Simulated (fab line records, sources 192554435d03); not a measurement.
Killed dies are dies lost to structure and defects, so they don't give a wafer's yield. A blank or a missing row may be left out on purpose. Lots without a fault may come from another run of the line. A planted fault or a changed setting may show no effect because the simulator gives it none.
fab line records | flow n5_finfet
record lots=24 wafers=72 last_day=17
route steps=1938 shown FIN_SAQP@141 FIN_CUT@167 STI_FIN_REVEAL@187 DUMMY_GATE@218
lots that met no fault: from a run of the same line without faults
start_h: hours from the record's first day to the start of the lot's first wafer shown | wait_h: hours since the lot's step before | " the same as in the row above | L1.1+2: a row that stands for several wafers | - no value, or no start given | * or withheld: withheld | < > ~ a bound
route shown NAME@n: a module of which the file shows steps, and the number in the route of the first | usual: mean/standard deviation of fault-free wafers | same: alike in all rows | chamber/n: place in a boat | sites: the reading at each site | _std_site: their standard deviation | _edge_site: outer sites' mean less inner sites' | radius_mm: how far each site lies from the wafer's centre | mask NAME#n: copy n | behind: the tool/chamber that last shaped the wafer | hold: why the lot was held/for how many hours/how that ended | device: the transistor (n, p or np) that didn't switch | end of line: the same wafers' tests at the end of the route | a step without rows: its recipe alone | killed: dies lost to structure and defects at the first sort, not the wafer's yield | map: a wafer's dies, x killed, . not, _ none there
set.NAME: the setting as run; set.NAME@STEP: as run at that earlier step | model.NAME: the simulator's own value behind a step, which no gauge read
steps of the route over a sample of lots; a table a step, a row a wafer
services: from which hour (start_h, from the record's first day; less than 0 if before it) a tool's chamber was out of use, for how many hours, and why
## steps
# step N5_FIN_SAQP_CD_MEAS_31
# recipe target_cd_nm=8 landing_energy_ev=1000 detector=se_inlens polarity=line
# usual cd_nm=8.10/0.22
# columns lot.wafer tool chamber start_h wait_h cd_nm
L074.3 cd_sem-03 0 25.13 0.1 7.80
L074.4 " 0 " " 7.70
L074.5 " 0 " " 8.43
L075.2 cd_sem-01 0 33.06 0.1 8.12
L075.3 " 0 " " 7.97
L075.5 " 0 " " 8.30
L076.2 cd_sem-01 0 37.58 0.1 8.62
L076.4 " 0 " " 7.99
L076.6 " 0 " " 8.07
L077.2 cd_sem-03 0 44.50 0.1 8.19
L077.4 " 0 " " 8.07
L077.5 " 0 " " 8.11
L078.3 cd_sem-02 0 49.54 0.1 8.05
L078.4 " 0 " " 7.91
L078.5 " 0 " " 7.97
L079.1 cd_sem-01 0 56.06 0.1 8.07
L079.2 " 0 " " 7.91
L079.6 " 0 " " 7.93
L080.1 cd_sem-02 0 63.35 0.1 8.06
L080.2 " 0 " " 8.32
L080.5 " 0 " " 8.51
L081.2 cd_sem-01 0 68.05 0.1 8.37
L081.3 " 0 " " 8.13
L081.4 " 0 " " 7.83
L082.1 cd_sem-03 0 73.92 0.1 7.81
L082.3 " 0 " " 7.94
L082.6 " 0 " " 7.98
L083.2 cd_sem-03 0 80.74 0.1 8.27
L083.3 " 0 " " 8.44
L083.6 " 0 " " 8.04
L084.2 cd_sem-03 0 86.70 0.1 8.04
L084.3 " 0 " " 7.94
L084.6 " 0 " " 7.81
L085.1 cd_sem-02 0 93.68 0.1 7.98
L085.4 " 0 " " 8.10
L085.5 " 0 " " 8.27
L086.4 cd_sem-03 0 100.02 0.1 8.27
L086.5 " 0 " " 8.23
L086.6 " 0 " " 8.22
L087.3 cd_sem-03 0 106.80 0.1 8.29
L087.4 " 0 " " 8.29
L087.6 " 0 " " 7.77
L088.1 cd_sem-02 0 113.55 0.1 8.02
L088.4 " 0 " " 8.44
L088.6 " 0 " " 8.07
L089.1 cd_sem-03 0 119.21 0.1 7.94
L089.2 " 0 " " 7.85
L089.4 " 0 " " 8.29
L090.2 cd_sem-03 0 124.11 0.1 7.96
L090.3 " 0 " " 8.40
L090.5 " 0 " " 8.38
L091.1 cd_sem-03 0 130.23 0.1 8.27
L091.3 " 0 " " 7.99
L091.6 " 0 " " 8.26
L092.3 cd_sem-01 0 135.67 0.1 8.05
L092.5 " 0 " " 7.90
L092.6 " 0 " " 8.37
L093.2 cd_sem-03 0 141.16 0.1 8.25
L093.4 " 0 " " 8.39
L093.6 " 0 " " 8.34
L094.1 cd_sem-03 0 146.34 0.1 7.87
L094.5 " 0 " " 8.30
L094.6 " 0 " " 8.20
L095.2 cd_sem-01 0 153.29 0.1 7.91
L095.4 " 0 " " 8.27
L095.6 " 0 " " 7.78
L096.1 cd_sem-01 0 158.34 0.1 7.95
L096.2 " 0 " " 8.10
L096.6 " 0 " " 8.39
L097.2 cd_sem-02 0 163.60 0.1 8.20
L097.3 " 0 " " 7.95
L097.5 " 0 " " 7.85
# step N5_FIN_SAQP_HM_OPEN_33
# recipe chemistry=CH3F/O2 target=SiNx mask_material=SiO2 target_depth_a=494 time_s=70.6 pressure_mtorr=30 source_w=395 bias_w=73 Ar_flow_sccm=150 CH3F_flow_sccm=30 O2_flow_sccm=20 ion_energy_ev=120 ends=cleared
# usual drypump_motor_current_A=5.9/0.5 etch_rf_on_time_s=69.6/1.2 oes_product_au=0.67/0.063 rf_vpp_V=297.6/2.3 showerhead_plenum_p_Torr=2.01/0.069 throttle_valve_pct=16.32/0.17
# columns lot.wafer tool chamber start_h wait_h drypump_motor_current_A etch_rf_on_time_s oes_product_au rf_hours_counter_h rf_vpp_V showerhead_plenum_p_Torr throttle_valve_pct
L074.3 rie_diel-04 3 25.17 0.0 5.6 67.6 0.67 138 298.0 2.10 16.09
L074.4 " 0 " " 6.6 69.7 0.65 170 296.2 1.91 16.08
L074.5 " 1 " " 5.7 67.2 0.73 - 298.9 2.02 16.46
L075.2 rie_diel-04 2 33.17 0.1 5.7 69.3 0.61 195 294.3 2.07 16.12
L075.3 " 0 " " 6.6 70.6 0.63 173 296.9 1.91 16.08
L075.5 " 2 " " 5.7 70.8 0.61 - 292.9 2.07 16.11
L076.2 rie_diel-05 2 37.63 0.0 6.6 69.4 0.71 90 297.8 2.02 16.25
L076.4 " 0 " " 5.6 69.8 0.77 32 299.6 1.96 16.08
L076.6 " 3 " " 5.6 70.4 0.71 - 297.2 2.12 16.36
L077.2 rie_diel-05 1 44.55 0.0 6.3 69.3 0.61 200 302.2 2.07 16.40
L077.4 " 3 " " 5.6 69.3 0.71 74 296.9 2.12 16.38
L077.5 " 0 " " 5.6 70.2 0.76 - 300.4 1.96 16.09
L078.3 rie_diel-05 3 49.58 0.0 5.6 68.2 0.72 75 297.2 2.12 16.38
L078.4 " 0 " " 5.6 69.9 0.76 36 298.3 1.95 16.10
L078.5 " 0 " " 5.6 70.2 0.76 - 298.4 1.95 16.07
L079.1 rie_diel-04 2 56.11 0.0 5.7 69.0 0.60 202 294.1 2.07 16.13
L079.2 " 0 " " 6.6 69.5 0.63 180 296.4 1.90 16.09
L079.6 " 1 " " 5.7 70.7 0.71 - 298.5 2.02 16.48
L080.1 rie_diel-01 1 63.45 0.1 6.6 69.7 0.77 31 300.3 2.05 16.56
L080.2 " 2 " " 6.6 70.0 0.63 173 300.6 2.00 16.32
L080.5 " 1 " " 6.6 69.7 0.78 - 298.5 2.05 16.56
L081.2 rie_diel-01 0 68.09 0.0 5.5 68.8 0.79 27 298.9 2.04 16.53
L081.3 " 3 " " 5.1 68.2 0.62 195 293.9 1.91 16.41
L081.4 " 2 " " 6.6 71.7 0.62 175 298.5 2.00 16.33
L082.1 rie_diel-04 2 73.97 0.0 5.8 70.3 0.60 208 295.1 2.06 16.15
L082.3 " 0 " " 6.6 68.7 0.62 186 296.7 1.90 16.10
L082.6 " 0 " " 6.6 70.7 0.62 - 297.1 1.90 16.12
L083.2 rie_diel-05 2 80.79 0.0 6.6 69.8 0.69 105 297.4 2.02 16.30
L083.3 " 3 " " 5.5 69.7 0.70 85 298.3 2.12 16.41
L083.6 " 0 " " 5.6 70.8 0.74 - 299.4 1.95 16.09
L084.2 rie_diel-01 3 87.19 0.5 5.1 67.8 0.63 201 294.7 1.91 16.41
L084.3 " 0 " " 5.5 67.4 0.78 34 297.9 2.04 16.54
L084.6 " 3 " " 5.1 69.4 0.62 - 294.7 1.91 16.42
L085.1 rie_diel-04 1 93.73 0.0 5.7 68.8 0.69 95 298.3 2.01 16.50
L085.4 " 0 " " 6.6 70.8 0.62 193 297.5 1.90 16.13
L085.5 " 0 " " 6.7 70.0 0.62 - 296.4 1.90 16.13
L086.4 rie_diel-04 1 100.05 0.0 5.7 69.7 0.70 98 297.1 2.01 16.51
L086.5 " 1 " " 5.7 69.2 0.69 - 298.3 2.01 16.50
L086.6 " 0 " " 6.6 69.5 0.61 - 296.1 1.90 16.13
L087.3 rie_diel-04 1 106.90 0.1 5.7 66.3 0.70 100 298.1 2.01 16.49
L087.4 " 2 " " 5.7 68.9 0.60 221 292.9 2.06 16.17
L087.6 " 1 " " 5.7 69.0 0.70 - 298.2 2.01 16.51
L088.1 rie_diel-04 3 113.64 0.1 5.6 69.1 0.63 168 297.8 2.09 16.17
L088.4 " 0 " " 6.6 70.2 0.61 201 297.8 1.90 16.15
L088.6 " 3 " " 5.7 69.3 0.63 - 298.3 2.09 16.16
L089.1 rie_diel-01 1 119.43 0.2 6.7 66.7 0.77 42 300.2 2.04 16.58
L089.2 " 3 " " 5.1 69.8 0.62 203 294.9 1.91 16.41
L089.4 " 2 " " 6.6 69.4 0.62 182 299.9 1.99 16.36
L090.2 rie_diel-04 0 124.15 0.0 6.6 68.8 0.61 207 297.4 1.89 16.15
L090.3 " 2 " " 5.8 69.2 0.59 228 294.9 2.06 16.17
L090.5 " 1 " " 5.7 69.1 0.68 - 299.6 2.01 16.53
L091.1 rie_diel-01 1 130.28 0.0 6.6 68.1 0.76 45 299.5 2.04 16.58
L091.3 " 2 " " 6.6 69.8 0.62 186 298.6 1.99 16.35
L091.6 " 2 " " 6.6 70.0 0.62 - 298.1 1.99 16.35
L092.3 rie_diel-01 2 135.71 0.0 6.6 70.1 0.62 188 298.8 1.99 16.35
L092.5 " 2 " " 6.6 72.0 0.60 - 298.7 1.99 16.35
L092.6 " 3 " " 5.1 70.5 0.62 - 294.7 1.91 16.44
L093.2 rie_diel-01 3 141.20 0.0 5.1 68.2 0.62 212 293.5 1.90 16.43
L093.4 " 2 " " 6.6 70.9 0.60 191 299.6 1.99 16.37
L093.6 " 3 " " 5.1 70.8 0.62 - 293.2 1.90 16.43
L094.1 rie_diel-04 1 146.47 0.1 5.7 68.0 0.67 118 298.8 2.01 16.53
L094.5 " 0 " " 6.6 71.4 0.61 - 296.3 1.89 16.18
L094.6 " 3 " " 5.7 70.6 0.62 - 298.2 2.08 16.18
L095.2 rie_diel-05 0 153.34 0.0 5.6 70.2 0.72 77 298.8 1.94 16.17
L095.4 " 1 " " 6.3 70.8 0.59 244 302.6 2.06 16.48
L095.6 " 0 " " 5.5 70.8 0.71 - 297.8 1.94 16.16
L096.1 rie_diel-04 0 158.50 0.2 6.6 69.6 0.59 220 295.1 1.89 16.18
L096.2 " 2 " " 5.7 67.8 0.58 243 292.7 2.05 16.21
L096.6 " 2 " " 5.7 69.7 0.58 - 294.9 2.05 16.20
L097.2 rie_diel-05 1 163.76 0.2 6.2 70.7 0.58 249 303.4 2.06 16.50
L097.3 " 2 " " 6.6 69.1 0.66 139 297.7 2.01 16.35
L097.5 " 3 " " 5.6 70.6 0.66 - 299.1 2.11 16.48
# step N5_FIN_CUT_ETCH_30
# recipe chemistry=N2/H2 target=underlayer target_depth_a=130 mask_material=CAR-EUV time_s=10.4 ion_energy_ev=200 pressure_mtorr=30 source_w=840 bias_w=150 n2_flow_sccm=200 h2_flow_sccm=200 ends=cleared
# usual drypump_motor_current_A=5.9/0.43 etch_rf_on_time_s=10.46/0.16 n2_flow_sccm=200.0/0.61 oes_product_au=0.68/0.09 rf_vpp_V=525.0/2.5 showerhead_plenum_p_Torr=2.58/0.086 throttle_valve_pct=17.85/0.27
# columns lot.wafer tool chamber start_h wait_h drypump_motor_current_A etch_rf_on_time_s n2_flow_sccm oes_product_au rf_hours_counter_h rf_vpp_V showerhead_plenum_p_Torr throttle_valve_pct
L074.3 rie_diel-02 2 26.16 0.0 6.2 10.45 200.3 0.66 144 522.4 2.44 18.15
L074.4 " 2 " " 6.2 10.43 200.1 0.68 - 520.4 2.44 18.16
L074.5 " 1 " " 6.2 10.31 201.0 0.68 - 528.8 2.67 17.44
L075.2 rie_diel-02 0 34.29 0.0 6.0 10.31 199.1 0.77 26 529.0 2.70 17.41
L075.3 " 2 " " 6.2 10.45 199.8 0.67 147 521.5 2.44 18.16
L075.5 " 1 " " 6.2 10.28 199.4 0.68 - 527.2 2.67 17.45
L076.2 rie_diel-06 3 38.94 0.0 5.8 10.39 199.8 0.78 35 529.3 2.70 17.61
L076.4 " 1 " " 6.1 10.32 199.5 0.58 235 526.5 2.60 17.80
L076.6 " 2 " " 5.2 10.52 201.4 0.58 - 525.4 2.60 18.07
L077.2 rie_diel-06 3 45.59 0.0 5.8 10.55 201.4 0.77 37 527.9 2.70 17.61
L077.4 " 0 " " 6.0 10.62 200.5 0.60 198 523.7 2.52 17.97
L077.5 " 2 " " 5.3 10.67 200.7 0.57 - 525.5 2.60 18.10
L078.3 rie_diel-06 2 50.58 0.0 5.2 10.59 200.5 0.57 249 524.6 2.60 18.08
L078.4 " 1 " " 6.1 10.39 199.9 0.58 238 525.6 2.60 17.80
L078.5 " 2 " " 5.2 10.56 200.1 0.57 - 526.9 2.60 18.08
L079.1 rie_diel-03 0 57.12 0.0 6.6 10.45 200.0 0.58 236 521.9 2.51 18.10
L079.2 " 1 " " 6.0 10.54 200.3 0.66 122 526.6 2.67 18.13
L079.6 " 0 " " 6.7 10.42 199.0 0.58 - 522.5 2.51 18.11
L080.1 rie_diel-03 2 65.11 0.0 5.3 10.63 200.2 0.67 106 522.7 2.47 18.03
L080.2 " 0 " " 6.6 10.55 199.8 0.57 238 523.1 2.51 18.11
L080.5 " 0 " " 6.7 10.54 199.4 0.58 - 522.8 2.51 18.11
L081.2 rie_diel-02 0 69.27 0.0 6.1 10.28 199.4 0.76 37 529.4 2.70 17.43
L081.3 " 3 " " 5.6 10.59 199.8 0.58 235 520.1 2.40 17.99
L081.4 " 1 " " 6.2 10.42 199.8 0.66 122 528.5 2.67 17.46
L082.1 rie_diel-03 1 75.09 0.0 5.9 10.47 200.1 0.66 126 527.4 2.67 18.16
L082.3 " 0 " " 6.6 10.44 199.9 0.58 241 521.6 2.51 18.12
L082.6 " 0 " " 6.6 10.43 199.4 0.58 - 523.8 2.51 18.13
L083.2 rie_diel-06 2 81.94 0.0 5.2 10.35 200.2 0.82 5 525.2 2.59 17.68
L083.3 " 3 " " 5.9 10.30 200.1 0.75 49 528.1 2.70 17.62
L083.6 " 2 " " 5.2 10.29 200.1 0.83 - 525.3 2.59 17.70
L084.2 rie_diel-06 3 88.34 0.0 5.8 10.53 199.4 0.75 51 526.7 2.69 17.62
L084.3 " 2 " " 5.3 10.57 200.6 0.81 7 526.0 2.59 17.70
L084.6 " 2 " " 5.3 10.44 200.0 0.81 - 526.7 2.59 17.70
L085.1 rie_diel-03 3 95.75 0.0 5.4 10.77 200.7 0.59 221 522.2 2.51 18.15
L085.4 " 2 " " 5.3 10.77 199.7 0.66 116 523.1 2.47 18.03
L085.5 " 3 " " 5.4 10.63 200.1 0.59 - 523.4 2.51 18.15
L086.4 rie_diel-06 2 101.06 0.0 5.3 10.42 200.0 0.80 - 526.6 2.59 17.70
L086.5 " 3 " " 5.9 10.45 200.0 0.74 - 528.2 2.69 17.64
L086.6 " 0 " " 6.0 10.73 201.3 0.58 - 523.0 2.51 17.98
L087.3 rie_diel-02 1 107.91 0.0 6.2 10.22 200.1 0.66 128 527.8 2.66 17.48
L087.4 " 0 " " 6.1 10.29 199.3 0.75 44 528.8 2.70 17.43
L087.6 " 1 " " 6.2 10.33 199.2 0.66 - 526.4 2.66 17.48
L088.1 rie_diel-06 0 114.98 0.0 6.0 10.62 200.8 0.58 219 523.9 2.51 18.00
L088.4 " 3 " " 5.9 10.46 199.7 0.74 65 528.4 2.69 17.65
L088.6 " 0 " " 5.9 10.61 200.4 0.58 - 522.9 2.51 17.99
L089.1 rie_diel-03 1 120.56 0.0 5.9 10.54 200.7 0.65 144 526.3 2.66 18.19
L089.2 " 3 " " 5.4 10.80 201.4 0.57 230 524.6 2.51 18.16
L089.4 " 2 " " 5.3 10.52 200.6 0.66 124 522.7 2.46 18.06
L090.2 rie_diel-06 3 125.93 0.0 5.8 10.52 200.3 0.72 68 527.1 2.69 17.65
L090.3 " 2 " " 5.2 10.51 199.5 0.77 24 525.2 2.59 17.73
L090.5 " 0 " " 6.0 10.63 199.9 0.58 - 523.7 2.51 18.02
L091.1 rie_diel-06 3 131.33 0.0 5.8 10.34 201.2 0.73 70 528.6 2.69 17.66
L091.3 " 1 " " 6.1 10.09 199.0 0.82 6 525.2 2.59 17.45
L091.6 " 2 " " 5.2 10.45 200.2 0.78 - 524.2 2.58 17.72
L092.3 rie_diel-06 0 136.71 0.0 6.0 10.54 200.5 0.59 226 522.8 2.51 18.01
L092.5 " 2 " " 5.2 10.29 199.5 0.78 - 525.7 2.59 17.72
L092.6 " 1 " " 6.1 10.01 200.8 0.83 - 526.2 2.59 17.44
L093.2 rie_diel-03 1 142.55 0.0 6.0 10.53 199.5 0.64 151 526.7 2.66 18.19
L093.4 " 0 " " 6.7 10.33 200.0 0.80 8 522.1 2.50 17.73
L093.6 " 0 " " 6.6 10.40 200.5 0.79 - 522.7 2.50 17.73
L094.1 rie_diel-06 2 147.47 0.0 5.2 10.30 200.1 0.78 33 524.4 2.58 17.73
L094.5 " 3 " " 5.8 10.47 199.2 0.71 - 528.6 2.68 17.67
L094.6 " 0 " " 6.0 10.55 199.8 0.58 - 523.7 2.50 18.02
L095.2 rie_diel-06 3 154.34 0.0 5.9 10.45 199.7 0.72 78 527.5 2.68 17.66
L095.4 " 2 " " 5.3 10.52 200.0 0.76 35 526.2 2.58 17.76
L095.6 " 0 " " 6.0 10.74 201.3 0.57 - 524.0 2.50 18.01
L096.1 rie_diel-03 2 159.69 0.0 5.3 10.56 199.8 0.65 139 520.7 2.46 18.08
L096.2 " 0 " " 6.6 10.26 199.5 0.78 13 524.1 2.50 17.74
L096.6 " 1 " " 5.9 10.57 199.1 0.64 - 527.8 2.66 18.22
L097.2 rie_diel-03 2 164.90 0.0 5.3 10.63 201.1 0.65 140 520.5 2.46 18.09
L097.3 " 1 " " 6.0 10.66 200.3 0.64 160 525.0 2.65 18.20
L097.5 " 2 " " 5.3 10.68 200.3 0.64 - 521.6 2.46 18.08
# step N5_STI_FIN_REVEAL_CMP_04
# recipe stop_on=Si3N4 t_overpolish_s=4 down_force_psi=2 platen_rpm=54.18 post_cmp_clean=alkaline_brush pad_velocity_m_s=1.078 target_thk_nm=131.83
# usual motor_current_A=8.4/0.84 overpolish_run_s=4.000/0.0089 platen_rpm=54.18/0.037 time_to_endpoint_s=103/4.8
# columns lot.wafer tool chamber start_h wait_h motor_current_A overpolish_run_s platen_rpm time_to_endpoint_s
L074.4 cmp-01 2 32.17 0.0 8.6 4.012 54.15 106
L074.3 " 3 " " 7.6 3.991 54.16 107
L074.5 " 2 " " 8.4 4.001 54.13 104
L075.2 cmp-02 2 40.93 0.0 7.8 3.992 54.22 105
L075.3 " 0 " " 8.7 3.992 54.18 102
L075.5 " 2 " " 7.3 3.983 54.20 107
L076.4 cmp-03 3 45.88 0.3 9.0 3.980 54.21 94
L076.2 " 0 " " 8.2 3.996 54.19 97
L076.6 " 0 " " 7.8 3.992 54.28 99
L077.2 cmp-02 1 51.64 0.1 8.3 4.012 54.12 101
L077.4 " 2 " " 7.2 3.993 54.17 106
L077.5 " 1 " " 8.5 3.993 54.24 100
L078.3 cmp-03 1 56.60 0.0 8.0 4.010 54.18 100
L078.4 " 3 " " 8.9 3.994 54.11 96
L078.5 " 2 " " 8.2 4.004 54.14 96
L079.1 cmp-02 0 63.25 0.0 8.8 4.003 54.21 99
L079.2 " 2 " " 7.4 4.006 54.20 102
L079.6 " 1 " " 8.1 4.001 54.13 101
L080.1 cmp-03 0 71.25 0.0 8.3 4.006 54.21 101
L080.2 " 1 " " 7.9 3.994 54.20 104
L080.5 " 0 " " 8.1 3.999 54.16 102
L081.4 cmp-03 1 75.96 0.1 7.8 4.001 54.10 102
L081.2 " 2 " " 7.9 4.008 54.20 101
L081.3 " 3 " " 8.7 3.992 54.15 99
L082.1 cmp-01 0 81.10 0.0 8.8 4.013 54.18 105
L082.3 " 2 " " 8.4 4.004 54.27 103
L082.6 " 1 " " 11.0 3.999 54.19 103
L083.3 cmp-01 3 87.98 0.0 7.1 4.004 54.22 110
L083.2 " 1 " " 10.8 3.992 54.21 104
L083.6 " 3 " " 7.8 4.003 54.17 108
L084.2 cmp-03 3 94.75 0.1 8.9 3.997 54.19 97
L084.3 " 0 " " 7.5 4.007 54.16 100
L084.6 " 2 " " 8.4 3.996 54.19 99
L085.4 cmp-01 2 101.77 0.0 8.7 4.015 54.19 102
L085.1 " 1 " " 10.6 4.001 54.13 104
L085.5 " 3 " " 7.5 3.995 54.18 105
L086.4 cmp-01 1 107.15 0.1 10.4 3.993 54.24 108
L086.6 " 3 " " 7.4 3.987 54.19 107
L086.5 " 0 " " 8.8 4.004 54.18 113
L087.4 cmp-01 2 115.73 0.1 8.7 3.991 54.20 109
L087.3 " 3 " " 7.0 4.004 54.15 110
L087.6 " 0 " " 9.0 4.005 54.21 108
L088.4 cmp-03 3 120.99 0.0 9.1 3.993 54.14 94
L088.1 " 1 " " 8.6 3.996 54.21 96
L088.6 " 3 " " 8.7 3.992 54.12 95
L089.4 cmp-01 3 127.18 0.0 8.1 3.999 54.16 108
L089.1 " 0 " " 8.5 4.000 54.22 113
L089.2 " 1 " " 10.5 3.998 54.17 109
L090.3 cmp-03 2 131.96 0.0 8.0 4.007 54.19 97
L090.2 " 0 " " 8.5 3.993 54.19 98
L090.5 " 3 " " 8.9 3.989 54.20 97
L091.3 cmp-02 3 137.73 0.1 8.5 4.000 54.21 103
L091.1 " 1 " " 8.2 4.000 54.13 101
L091.6 " 3 " " 8.3 4.001 54.20 105
L092.3 cmp-01 2 142.80 0.1 8.9 3.998 54.22 105
L092.5 " 0 " " 8.5 4.010 54.16 107
L092.6 " 1 " " 11.1 4.001 54.18 109
L093.2 cmp-02 1 148.67 0.1 7.8 4.012 54.15 100
L093.4 " 2 " " 7.3 3.995 54.18 105
L093.6 " 3 " " 8.1 3.997 54.18 103
L094.1 cmp-03 0 153.63 0.1 8.1 4.006 54.26 101
L094.5 " 1 " " 8.1 4.006 54.17 99
L094.6 " 2 " " 8.0 4.002 54.08 99
L095.2 cmp-02 2 160.52 0.2 7.4 4.008 54.19 107
L095.4 " 1 " " 8.1 3.991 54.13 103
L095.6 " 3 " " 8.4 4.018 54.15 107
L096.1 cmp-02 3 165.89 0.0 8.1 3.995 54.16 110
L096.2 " 0 " " 8.5 3.988 54.10 108
L096.6 " 0 " " 8.5 3.986 54.14 108
L097.3 cmp-03 1 171.13 0.0 8.1 4.006 54.20 96
L097.2 " 0 " " 8.1 4.012 54.18 102
L097.5 " 2 " " 8.0 3.997 54.24 103
# step N5_STI_FIN_REVEAL_CD_MEAS_22
# recipe target_cd_nm=6.238 pitch_nm=28 polarity=line
# usual cd_nm=6.28/0.24
# columns lot.wafer tool chamber start_h wait_h cd_nm
L074.3 cd_sem-02 - 35.72 0.0 6.53
L074.4 " - " " 6.50
L074.5 " - " " 6.43
L075.2 cd_sem-01 - 44.39 0.0 6.49
L075.3 " - " " 6.20
L075.5 " - " " 6.70
L076.2 cd_sem-02 - 49.37 0.0 6.41
L076.4 " - " " 6.20
L076.6 " - " " 5.93
L077.2 cd_sem-03 - 55.07 0.0 6.26
L077.4 " - " " 6.11
L077.5 " - " " 6.38
L078.3 cd_sem-03 - 60.35 0.0 6.25
L078.4 " - " " 6.39
L078.5 " - " " 6.11
L079.1 cd_sem-01 - 68.48 0.0 6.41
L079.2 " - " " 6.39
L079.6 " - " " 6.40
L080.1 cd_sem-02 - 74.73 0.0 6.42
L080.2 " - " " 6.18
L080.5 " - " " 6.41
L081.2 cd_sem-03 - 79.47 0.0 6.36
L081.3 " - " " 6.53
L081.4 " - " " 6.24
L082.1 cd_sem-03 - 84.65 0.0 6.26
L082.3 " - " " 6.05
L082.6 " - " " 6.39
L083.2 cd_sem-01 - 91.89 0.0 6.30
L083.3 " - " " 6.67
L083.6 " - " " 6.50
L084.2 cd_sem-02 - 98.26 0.0 6.22
L084.3 " - " " 5.97
L084.6 " - " " 6.08
L085.1 cd_sem-01 - 105.24 0.0 6.05
L085.4 " - " " 6.33
L085.5 " - " " 6.06
L086.4 cd_sem-02 - 110.74 0.0 6.52
L086.5 " - " " 6.54
L086.6 " - " " 6.46
L087.3 cd_sem-01 - 119.23 0.0 6.10
L087.4 " - " " 6.33
L087.6 " - " " 6.22
L088.1 cd_sem-03 - 124.48 0.0 6.42
L088.4 " - " " 6.21
L088.6 " - " " 6.18
L089.1 cd_sem-02 - 130.64 0.0 6.31
L089.2 " - " " 6.25
L089.4 " - " " 5.99
L090.2 cd_sem-03 - 135.42 0.0 6.34
L090.3 " - " " 6.62
L090.5 " - " " 6.46
L091.1 cd_sem-02 - 141.33 0.0 6.48
L091.3 " - " " 6.55
L091.6 " - " " 6.07
L092.3 cd_sem-02 - 146.23 0.0 6.26
L092.5 " - " " 6.09
L092.6 " - " " 6.20
L093.2 cd_sem-02 - 152.09 0.0 6.07
L093.4 " - " " 6.30
L093.6 " - " " 6.34
L094.1 cd_sem-02 - 157.39 0.0 6.67
L094.5 " - " " 5.98
L094.6 " - " " 6.05
L095.2 cd_sem-03 - 164.02 0.0 6.35
L095.4 " - " " 6.06
L095.6 " - " " 6.87
L096.1 cd_sem-03 - 169.38 0.0 6.18
L096.2 " - " " 6.20
L096.6 " - " " 5.98
L097.2 cd_sem-01 - 174.62 0.0 6.42
L097.3 " - " " 5.85
L097.5 " - " " 5.98
# step N5_DUMMY_GATE_CMP_04
# recipe material=a-Si post_cmp_clean=alkaline_brush
# usual motor_current_A=10.4/1.3 time_to_endpoint_s=14.2/1.7
# columns lot.wafer tool chamber start_h wait_h motor_current_A time_to_endpoint_s
L074.3 cmp-01 3 39.85 0.1 9.2 11.5
L074.4 " 1 " " 13.5 12.3
L074.5 " 2 " " 10.3 11.0
L075.2 cmp-02 2 50.56 0.0 9.3 16.2
L075.3 " 1 " " 9.7 14.4
L075.5 " 2 " " 8.9 16.0
L076.4 cmp-02 0 53.95 0.0 11.0 14.7
L076.2 " 3 " " 11.1 12.6
L076.6 " 0 " " 10.6 12.9
L077.4 cmp-01 1 59.14 0.0 13.2 14.4
L077.2 " 2 " " 11.0 10.9
L077.5 " 1 " " 14.3 12.6
L078.4 cmp-01 2 64.87 0.0 10.7 13.7
L078.3 " 0 " " 10.7 16.5
L078.5 " 2 " " 10.5 16.2
L079.1 cmp-04 0 72.54 0.0 8.8 13.9
L079.2 " 3 " " 10.9 12.7
L079.6 " 0 " " 8.6 13.4
L080.2 cmp-02 1 78.83 0.0 10.3 17.2
L080.1 " 2 " " 9.5 18.6
L080.5 " 2 " " 9.1 16.9
L081.4 cmp-01 2 86.29 0.0 10.7 12.4
L081.3 " 3 " " 9.4 12.6
L081.2 " 0 " " 11.1 12.8
L082.1 cmp-02 3 88.73 0.1 10.7 14.6
L082.3 " 1 " " 10.2 11.5
L082.6 " 2 " " 9.7 16.6
L083.2 cmp-04 0 96.93 0.0 8.4 13.5
L083.3 " 2 " " 10.9 15.7
L083.6 " 1 " " 9.5 16.6
L084.3 cmp-02 0 102.34 0.1 11.0 12.7
L084.2 " 1 " " 10.0 10.9
L084.6 " 3 " " 10.4 13.1
L085.1 cmp-04 3 109.37 0.1 10.0 14.2
L085.4 " 0 " " 8.5 15.0
L085.5 " 1 " " 10.1 11.2
L086.4 cmp-01 2 114.87 0.1 10.8 12.0
L086.6 " 0 " " 11.1 12.7
L086.5 " 1 " " 13.5 14.7
L087.4 cmp-01 3 123.29 0.0 9.1 15.4
L087.3 " 0 " " 11.2 15.8
L087.6 " 0 " " 10.7 17.3
L088.1 cmp-04 1 128.58 0.1 10.1 12.5
L088.4 " 3 " " 10.4 15.0
L088.6 " 1 " " 9.6 11.7
L089.2 cmp-01 3 136.01 0.0 9.3 12.8
L089.1 " 1 " " 13.5 13.8
L089.4 " 2 " " 11.1 12.2
L090.2 cmp-01 3 139.74 0.0 9.4 13.1
L090.3 " 1 " " 13.4 14.5
L090.5 " 0 " " 10.9 10.8
L091.1 cmp-04 0 145.43 0.1 8.9 11.7
L091.3 " 2 " " 10.4 15.1
L091.6 " 3 " " 11.1 17.5
L092.3 cmp-02 0 150.38 0.1 10.9 15.7
L092.6 " 1 " " 10.0 15.0
L092.5 " 2 " " 9.0 16.4
L093.2 cmp-04 3 156.18 0.0 10.7 17.6
L093.4 " 1 " " 10.0 15.0
L093.6 " 3 " " 11.1 15.5
L094.1 cmp-04 3 161.52 0.1 10.4 14.6
L094.5 " 1 " " 9.7 14.3
L094.6 " 2 " " 10.5 15.5
L095.2 cmp-01 0 168.07 0.0 11.0 11.1
L095.4 " 2 " " 10.5 13.3
L095.6 " 1 " " 13.6 13.9
L096.2 cmp-01 0 173.46 0.1 10.9 14.8
L096.1 " 1 " " 13.4 15.2
L096.6 " 3 " " 9.7 15.2
L097.3 cmp-01 3 178.72 0.1 9.7 15.1
L097.2 " 1 " " 13.9 15.2
L097.5 " 2 " " 10.9 14.1
## services
# columns tool chamber start_h hours kind
cmp-03 - 6.94 3.4 repair
cmp-03 - 17.13 1.4 repair
cmp-01 - 18.52 11.3 repair
rie_diel-03 - 29.48 0.5 repair
cmp-04 - 39.09 0.4 repair
rie_diel-04 0 40.18 2.6 repair
cmp-02 - 41.77 5.9 pm
cmp-04 - 41.99 4.0 pm
cmp-01 - 53.93 4.5 pm
cmp-02 - 82.01 6.3 repair
cmp-04 - 87.12 1.4 repair
rie_diel-01 - 88.48 28.1 pm
rie_diel-06 0 88.86 4.1 repair
rie_diel-04 - 101.30 0.5 repair
rie_diel-06 2 117.42 1.2 repair
cmp-02 - 132.53 4.0 pm
cmp-03 - 142.93 1.2 repair
cmp-04 - 149.07 6.8 pm
cmp-01 - 160.18 2.3 repair
rie_diel-04 1 160.26 9.4 repair
cmp-04 - 164.22 2.1 repair
cmp-03 - 164.27 0.9 repair
rie_diel-03 3 164.52 1.7 repair
cmp-03 - 175.11 3.4 pm
## key
fault none
